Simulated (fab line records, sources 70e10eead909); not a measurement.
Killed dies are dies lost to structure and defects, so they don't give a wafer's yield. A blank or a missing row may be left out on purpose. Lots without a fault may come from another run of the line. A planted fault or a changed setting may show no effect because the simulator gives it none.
A struck lot beside a sound one | flow nand_harc | 16 steps out of a route of 1302
Sound: wafers L517.1, L517.5, L517.6. Struck: wafer L528.3. (L528.5 of the same lot was not struck and is left out.) The cause comes at the end.
At each step with rows: each side's tool, then ch and its chambers, then its first start. Under that, the readings that differ: sound wafers | struck wafers | difference of the means | sigmas: that difference in standard deviations of wafers without a fault.
alike: readings whose means differ by less than 2 such deviations, and words and numbers that are the same on both sides. not compared: withheld readings, readings that some wafer has no value for, bounds like >300 that may hide the same value, and numbers for which the record gives no deviation and whose values overlap.
The two part at a step that has a row with sigmas, a row that says differs or no value, or rows on one side only. Numbers that don't overlap but have no deviation are shown without sigmas and don't part them. A reading that every wafer of one side lacks parts them only if that side has two wafers or more.

NHARC_A_DECK1_JOINT_INSPECT_05:
  sound on defect_inspect-02, day 15 10:21; struck on defect_inspect-02, day 19 15:30
  alike: raw_defect_count
then, 1 step without rows for these wafers: NHARC_A_ONON_D2_DEP_00 (target thk 1000 nm).
NHARC_A_ONON_D2_THK_MEAS_02: measures by ellipsometry.
  sound on film_metro-01, day 15 10:55; struck on film_metro-02, day 19 16:05
  alike: thk_nm
then, 1 step without rows for these wafers: NHARC_A_ONON_D2_DEP_03 (target thk 1000 nm).
NHARC_A_ONON_D2_THK_MEAS_05: measures by ellipsometry.
  sound on film_metro-01, day 15 11:29; struck on film_metro-01, day 19 16:38
  alike: thk_nm
then, 1 step without rows for these wafers: NHARC_A_ONON_D2_DEP_06 (target thk 1000 nm).
NHARC_A_ONON_D2_THK_MEAS_08: measures by ellipsometry.
  sound on film_metro-01, day 15 12:04; struck on film_metro-02, day 19 17:12
  alike: thk_nm
then, 1 step without rows for these wafers: NHARC_A_ONON_D2_DEP_09 (target thk 1000 nm).
NHARC_A_ONON_D2_THK_MEAS_11: measures by ellipsometry.
  sound on film_metro-02, day 15 12:38; struck on film_metro-01, day 19 17:46
  alike: thk_nm
then, 1 step without rows for these wafers: NHARC_A_ONON_D2_DEP_12 (target thk 1000 nm).
NHARC_A_ONON_D2_THK_MEAS_14: measures by ellipsometry.
  sound on film_metro-02, day 15 13:13; struck on film_metro-01, day 19 18:20
  alike: thk_nm
then, 1 step without rows for these wafers: NHARC_A_ONON_D2_ANNEAL_15 (time 3600 s).
NHARC_A_ONON_D2_DEP_16: target thk 1000 nm.
  sound on pecvd_onon-03 ch 0, day 15 22:07; struck on pecvd_onon-03 ch 0, day 20 01:19
  alike: n2_flow_sccm
NHARC_A_ONON_D2_THK_MEAS_18: measures by ellipsometry.
  sound on film_metro-01, day 15 22:38; struck on film_metro-02, day 20 01:42
  reading     | sound       | struck | difference | sigmas
  thk_nm (nm) | 995 994 996 | 911    | -84        | -10
then, 1 step without rows for these wafers: NHARC_A_ONON_D2_DEP_19 (target thk 1000 nm).
-- the record jumps here: 11 days lie between the struck wafers' starts before and after (it left off in module A_ONON_D2 and takes up again in module END, whose first step shown is number 1302 of the route) --
NHARC_END_SORT_01:
  the record has rows for the struck wafers here (prober-02 ch 0, day 31 11:19) and none for the sound ones

WHERE THEY PART
First at NHARC_A_ONON_D2_THK_MEAS_18; last, within this record, at NHARC_END_SORT_01.

WHY: what the simulator had put in
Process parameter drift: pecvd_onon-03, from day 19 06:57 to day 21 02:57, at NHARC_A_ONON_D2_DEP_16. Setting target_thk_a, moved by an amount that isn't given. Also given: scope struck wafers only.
